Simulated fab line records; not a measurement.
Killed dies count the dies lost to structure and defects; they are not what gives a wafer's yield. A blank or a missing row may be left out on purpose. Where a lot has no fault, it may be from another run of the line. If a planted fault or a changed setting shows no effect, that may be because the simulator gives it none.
Matching of chambers | flow nand-harc | rie-diel-11 running NHARC_P_ZERO_WELL_ETCH_65: 4 sister chambers
The step etches the open film in N2/H2, target depth 80 nm, overetch 24 nm, time 87.88 s. 14 wafers are shown with their chamber, then 7 later ones without.

== WAFERS, EACH WITH ITS CHAMBER ==
wafer  | chamber | drypump-motor-current-A (A) | rf-vpp-V (V) | oes-product-au (a.u.)
L078.1 | 1       | 4.8                         | 434.2        | 1.003
L078.3 | 3       | 5.4                         | 428.8        | 0.999
L078.4 | 0       | 5.4                         | 427.1        | 1.006
L079.1 | 0       | 5.5                         | 427.4        | 1.003
L079.4 | 1       | 4.7                         | 434.6        | 0.993
L079.5 | 3       | 5.5                         | 429.2        | 1.007
L082.1 | 1       | 4.7                         | 432.2        | 1.003
L082.2 | 3       | 5.4                         | 428.5        | 1.009
L082.6 | 3       | 5.4                         | 430.2        | 0.999
L083.3 | 1       | 4.8                         | 434.6        | 0.999
L083.4 | 2       | 5.9                         | 431.2        | 1.002
L083.5 | 2       | 5.9                         | 431.7        | 1.006
L091.3 | 0       | 5.5                         | 427.5        | 1.010
L091.4 | 2       | 5.9                         | 432.1        | 1.003

SIGNATURES (means of the wafers above)
reading                 | chamber 0 | chamber 1 | chamber 2 | chamber 3 | scatter within a chamber
drypump-motor-current-A | 5.467     | 4.750     | 5.900     | 5.425     | 0.0492
rf-vpp-V                | 427.333   | 433.900   | 431.667   | 429.175   | 0.781
oes-product-au          | 1.00633   | 0.99950   | 1.00367   | 1.00350   | 0.00428
Rule: for a wafer and a chamber, the distance is found by dividing, reading by reading, the gap between the wafer's reading and the chamber's mean by the reading's scatter, squaring, summing and taking the root. If the next closest chamber is less than 2 further off than the closest, the wafer can't be placed; otherwise it belongs to the closest. How the scatter is found: for the shown wafers, subtract from each reading the mean of its chamber, square and add these, divide the total by (wafers less chambers), then take the root.

== WAFERS WITH NO CHAMBER GIVEN ==
wafer  | drypump-motor-current-A (A) | rf-vpp-V (V) | oes-product-au (a.u.)
L091.5 | 5.5                         | 428.2        | 1.008
L093.1 | 5.9                         | 431.4        | 1.002
L093.3 | 4.7                         | 434.2        | 0.993
L093.5 | 5.4                         | 428.2        | 1.003
L095.1 | 5.5                         | 427.9        | 1.001
L095.3 | 4.8                         | 434.5        | 0.999
L095.5 | 5.9                         | 431.8        | 1.014

== CHAMBER TAKEN BY EACH ==
wafer  | from the rows above     | in truth
L091.5 | can't be placed: 0 or 3 | 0
L093.1 | 2                       | 2
L093.3 | 1                       | 1
L093.5 | can't be placed: 3 or 0 | 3
L095.1 | can't be placed: 0 or 3 | 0
L095.3 | 1                       | 1
L095.5 | 2                       | 2
Placed correctly: 4 of 7. Not placeable from these rows: 3 (in 3, the candidates include the true chamber). Wrongly placed: 0.
